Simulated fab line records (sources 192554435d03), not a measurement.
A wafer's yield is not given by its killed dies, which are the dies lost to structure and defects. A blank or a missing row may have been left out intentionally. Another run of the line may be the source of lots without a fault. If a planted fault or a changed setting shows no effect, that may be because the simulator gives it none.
2 desks, one fault + flow n5-finfet + only its own numbers are on each desk; what lay behind them is given at the end

== TOOL OWNER'S DESK, ald-metal-03 ==
The tool's own readings at N5_HKMG_FIN_PWFM_ALD_03 (deposits TiN, target thk 2 nm, pulse time 1 s, purge time 3 s): means of the sampled wafers that have a number, for each lot that ran on this tool. If a lot's mean is further than 4 standard deviations from the usual mean, the lot is out of limits and carries the mark OUT (the distance appears in the brackets).
Columns: A = heater-power-w at N5_HKMG_FIN_PWFM_ALD_03, usual 816 W; B = precursor-pulse-height-rel at N5_HKMG_FIN_PWFM_ALD_03, usual 1.002
| lot  | first seen here | A   | B     |
|------|-----------------|-----|-------|
| L675 | day 5 14:22     | 771 | 1.002 |
| L683 | day 7 12:11     | 764 | 1.009 |
| L684 | day 7 15:23     | 755 | 1.031 |
| L685 | day 7 20:07     | 788 | 1.001 |
This desk's verdict: no lot among the 4 shows anything out of limits.

== METROLOGY DESK ==
Means of the sampled wafers that have a number, per lot and without regard to the tool the lot ran on: this is what the gauges read. If a lot's mean is further than 4 standard deviations from the usual mean, the lot is out of limits and carries the mark OUT (the distance appears in the brackets). Shown here are 7 of its 13 readings, the ones lying furthest out on some lot.
Columns: A = DIBL_N at N5_BEOL_M4_RC_MEAS_101, usual 36.4 mV/V; B = IOFF_P at N5_BEOL_M4_RC_MEAS_101, usual 0.21 nA/um; C = IOFF_P_LONG at N5_BEOL_M4_RC_MEAS_101, usual 0.000105 nA/um; D = ION_P at N5_BEOL_M4_RC_MEAS_101, usual 465 uA/um; E = VT_P at N5_BEOL_M4_RC_MEAS_101, usual -250 mV; F = VT_P_LONG at N5_BEOL_M4_RC_MEAS_101, usual -275 mV; G = VT_P_LVT at N5_BEOL_M4_RC_MEAS_101, usual -98.5 mV
| lot  | first seen here | A    | B    | C        | D   | E    | F    | G      |
|------|-----------------|------|------|----------|-----|------|------|--------|
| L675 | day 9 17:20     | 35.3 | 0.18 | 0.000100 | 461 | -254 | -277 | -103.2 |
| L683 | day 11 12:10    | 36.8 | 0.30 | 0.000135 | 481 | -240 | -264 | -90.5  |
| L684 | day 11 16:22    | 36.9 | 0.23 | 0.000100 | 466 | -250 | -277 | -96.9  |
| L685 | day 11 21:13    | 32.8 | 0.20 | 0.000132 | 469 | -248 | -268 | -93.7  |
| L693 | day 13 21:28    | 36.9 | 0.23 | 0.000103 | 465 | -248 | -274 | -98.5  |
This desk's verdict: no lot among the 5 shows anything out of limits.

== ALL TOGETHER ==
The tool owner's desk saw nothing out of limits.
At the metrology desk, nothing out of limits was observed.

== WHAT THE SIMULATOR HAD INSERTED ==
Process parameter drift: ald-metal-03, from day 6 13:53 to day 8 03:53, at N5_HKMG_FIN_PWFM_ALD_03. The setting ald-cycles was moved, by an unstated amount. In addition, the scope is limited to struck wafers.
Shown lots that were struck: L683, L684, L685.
